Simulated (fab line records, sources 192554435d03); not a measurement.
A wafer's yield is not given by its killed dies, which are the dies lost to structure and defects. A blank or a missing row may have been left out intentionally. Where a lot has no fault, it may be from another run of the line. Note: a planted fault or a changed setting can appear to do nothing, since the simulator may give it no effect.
8D (eight disciplines) problem report, filled in by code | flow n5 finfet | the parts of the form that need people (team, actions taken, sign-off) are left out
Where a reading is given only as a bound, like >300, the bound stands for it, and a mean or a difference that rests on one is marked > or <: the true number lies beyond.

== 1. WHAT IS WRONG ==
raw defect count at N5_BEOL_M0_CUTY_INSPECT_59 reads a mean of >300 on 6 wafers of 2 lots; wafers without a fault read 2.0 with a standard deviation of 1.2. So: +99 or more standard deviations from the usual mean.
The step: inspects for defects (macro).
The first sign was on wafer L827.1 at day 9 08:34, on defect inspect-02. The record has a number at this step for 24 wafers belonging to 8 lots. The rule behind "out" and "out of limits": a value lying over 4 standard deviations away from the usual mean. Any other wafer with a number is counted as sound.

== 2. WHAT THIS IS AND IS NOT ==
question                    | is                     | is not
which readings at this step | raw defect count       | -
which lots                  | L827, L828             | L814, L818, L823, L834, L835, L836
which wafers of those lots  | all that have a number | -
read on which gauges        | defect inspect-02      | defect inspect-01
when                        | from day 9 08:34       | up to then (9 sound wafers); but 9 sound wafers of L834, L835, L836 came after

== 3. WHAT RULES OUT EACH SUSPECT ==
Counting: a tool at a process step up to the reading stays a suspect if it ran every lot that is out and no sound lot after the first of them.
- the gauge at N5_BEOL_M0_CUTY_INSPECT_59 has been ruled out. All the wafers that are out were read on defect inspect-02, but those of them that N5_PASSIVATION_PROBE_49 has rows for are out there too, on other tools.
- vapor etch-02 at N5_BEOL_M0_SAQP_RECESS_109 (chemistry HF/NH3, target SiO2, target depth 3 nm, afs cycles 1, sublimation time 60 s): kept. It ran every lot that is out, first L827 (day 9 05:42), and no sound lot after that; its last sound lot up to then is L823 (day 8 04:03).
Remaining after the count: vapor etch-02 at N5_BEOL_M0_SAQP_RECESS_109.

== 4. THE CAUSE (what the simulator had put in) ==
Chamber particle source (vapor etch-02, N5_BEOL_M0_SAQP_RECESS_109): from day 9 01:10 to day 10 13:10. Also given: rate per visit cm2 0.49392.
This tool alone remained once counting was done.

== 5. SEQUENCE OF EFFECTS, ordered by route ==
Each row: a reading where the mean over the struck wafers with a number is more than 3 standard deviations away from the usual. Only readings whose record carries a usual standard deviation are examined. hours: median over the lots of the time between each lot's start at the first step of this table that gives one and its start at this step. sigmas: the change, counted in usual standard deviations.
hours | step                       | reading              | usual  | on struck wafers | change | sigmas
0     | N5_BEOL_M0_CUTY_INSPECT_59 | raw defect count     | 2.0    | >300             | >+298  | +99 or more
171   | N5_PASSIVATION_PROBE_49    | defect limited yield | 90.9 % | 86.0             | -4.9   | -3.8
171   | N5_PASSIVATION_PROBE_49    | killed_at_M0_to_M3   | 35     | 108              | +72    | +7.2
171   | N5_PASSIVATION_PROBE_49    | killed dies          | 108    | 165              | +57    | +3.6
171   | N5_PASSIVATION_PROBE_49    | sort_bin_5_function  | 5.4 %  | 8.5              | +3.1   | +3.4
171   | N5_PASSIVATION_PROBE_49    | sort n pass          | 1072   | 1015             | -57    | -3.6
171   | N5_PASSIVATION_PROBE_49    | sort yield pct       | 90.9 % | 86.0             | -4.9   | -3.8
Here are the process steps it includes:
- N5_PASSIVATION_PROBE_49
Later measuring or inspecting steps at which every struck wafer that the step has a row for has a number for every such reading, and none has moved that far: N5_BEOL_M4_RC_MEAS_101.

== 6. HOW IT WOULD HAVE BEEN CAUGHT EARLIER ==
7 hours passed between the start of the fault at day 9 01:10 and the first reading out of limits at a measuring or inspecting step in this record, taken at day 9 08:34.
Of the tool readings at N5_BEOL_M0_SAQP_RECESS_109 for which the record gives a usual standard deviation, none was out on any struck wafer, so an alarm limit of 4 standard deviations on them would not have fired.
Lots out: 2; of these, L828 started N5_BEOL_M0_SAQP_RECESS_109 on vapor etch-02 after day 9 08:34. Putting the tool on hold at that point would have spared it.
